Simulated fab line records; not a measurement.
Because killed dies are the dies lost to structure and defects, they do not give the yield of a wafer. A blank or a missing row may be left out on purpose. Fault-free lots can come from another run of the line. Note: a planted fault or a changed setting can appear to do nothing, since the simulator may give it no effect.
Comparing a struck lot with a sound one | flow n5Finfet | 19 out of 1938 route steps
Sound: the wafers L270.4, L270.5, L270.6. Struck: wafer L265.3; the same lot's L265.5 was not struck, so it is left out; see the end for the cause.
Order at every step that has rows: each side's tool, ch and its chambers, its first start. Under that, the readings that differ: sound wafers | struck wafers | difference of the means | sigmas: that difference in standard deviations of wafers without a fault.
alike: a reading whose means differ by less than 2 such deviations, as well as words and numbers matching on both sides. not compared: withheld readings; readings where some wafer has no value; bounds like >300 that might hide an equal value; numbers whose values overlap and for which the record gives no deviation.
The two part at a step that has a row with sigmas, a row that says differs or no value, or rows on one side only. Numbers that don't overlap but have no deviation are shown without sigmas and don't part them. A reading that every wafer of one side lacks parts them only if that side has two wafers or more.

N5_BEOL_M13_CMP_49: polishes, stops on SiOC, t overpolish 17.1 s, target thk 420 nm.
  sound on cmp-02 ch 1,2,3, day 15 20:10; struck on cmp-02 ch 2, day 15 03:04
  alike: barrierFieldEndpointS, motorCurrentA, overpolishRunS
N5_BEOL_M13_THK_MEAS_50: measures by xrf.
  sound on filmMetro-01, day 15 20:23; struck on filmMetro-01, day 15 03:15
reading      | sound       | struck | difference | sigmas
M13_THK (nm) | 413 407 410 | 424    | +14        | +2
then, 1 step without rows for these wafers: N5_BEOL_M13_PRE_CLEAN_52 (time 15 s).
N5_BEOL_M13_DEP_53: deposits SiCN from 3MS/NH3, target thk 50 nm, time 17.8 s.
  sound on pecvd-03 ch 0,2, day 15 20:28; struck on pecvd-01 ch 1, day 15 03:19
  alike: showerheadPlenumPTorr, throttleValvePct
N5_BEOL_M13_RS_MEAS_54: a four-point-probe measurement.
  sound on filmMetro-01, day 15 20:32; struck on filmMetro-01, day 15 03:23
  alike: M13_RS
N5_BEOL_M13_INSPECT_55: inspects for defects (darkfield).
  sound on defectInspect-02, day 15 20:34; struck on defectInspect-02, day 15 03:25
  alike: rawDefectCount
N5_BEOL_M14_ILD_DEP_00: deposits SiO2 from TEOS/O2, target thk 1119.3 nm, time 237.4 s.
  sound on pecvd-02 ch 0,1,2, day 15 20:41; struck on pecvd-02 ch 2, day 15 03:27
  alike: heaterPowerW, showerheadPlenumPTorr, throttleValvePct
N5_BEOL_M14_THK_MEAS_01:
  sound on filmMetro-01, day 15 20:47; struck on filmMetro-02, day 15 03:38
  alike: M14_ILD_THK
then, 4 steps without rows for these wafers: N5_BEOL_M14_COAT_58 (time 60 s, resist thk 89 nm); N5_BEOL_M14_COAT_04 (resist thk 800 nm); N5_BEOL_M14_EBR_06; N5_BEOL_M14_SOFTBAKE_05 (time 60 s).
N5_BEOL_M14_EXPOSE_07: exposes mask V13.
  sound on krfScanner-02 ch 0, day 15 21:04; struck on krfScanner-01 ch 0, day 15 03:55
  alike: mask, stageVelMmS
then, 3 steps without rows for these wafers: N5_BEOL_M14_PEB_08 (peb time 90 s); N5_BEOL_M14_DEVELOP_09 (develop time 45 s); N5_BEOL_M14_HARDBAKE_14 (time 120 s).
N5_BEOL_M14_CD_MEAS_10 targets a cd of 250 nm.
  sound on cdSem-01 ch 0, day 15 21:14; struck on cdSem-02 ch 0, day 15 04:05
reading   | sound             | struck | difference | sigmas
cdNm (nm) | 250.3 252.4 248.9 | 241.1  | -9.4       | -5
N5_BEOL_M14_OVL_MEAS_11:
  sound on overlay-01 ch 0, day 15 21:16; struck on overlay-02 ch 0, day 15 04:07
  alike: V13_OVL
N5_PASSIVATION_PROBE_49:
  sound on prober-02, day 16 23:11; struck on prober-02, day 16 13:43
  alike: defectLimitedYield, killed_at_M0_to_M3, killed_at_M4_up, killedAtContacts, killedAtFrontEnd, killedAtOther, killedDies, killedOpen, killedShort, sort_bin_5_function, sort_bin_6_memory, sortNPass, sortYieldPct

## WHERE THEY PART
First at N5_BEOL_M13_THK_MEAS_50; last, within this record, at N5_BEOL_M14_CD_MEAS_10. Later steps at which nothing parts them and some readings are alike: N5_BEOL_M14_OVL_MEAS_11, N5_PASSIVATION_PROBE_49.

WHY: the cause the simulator had injected
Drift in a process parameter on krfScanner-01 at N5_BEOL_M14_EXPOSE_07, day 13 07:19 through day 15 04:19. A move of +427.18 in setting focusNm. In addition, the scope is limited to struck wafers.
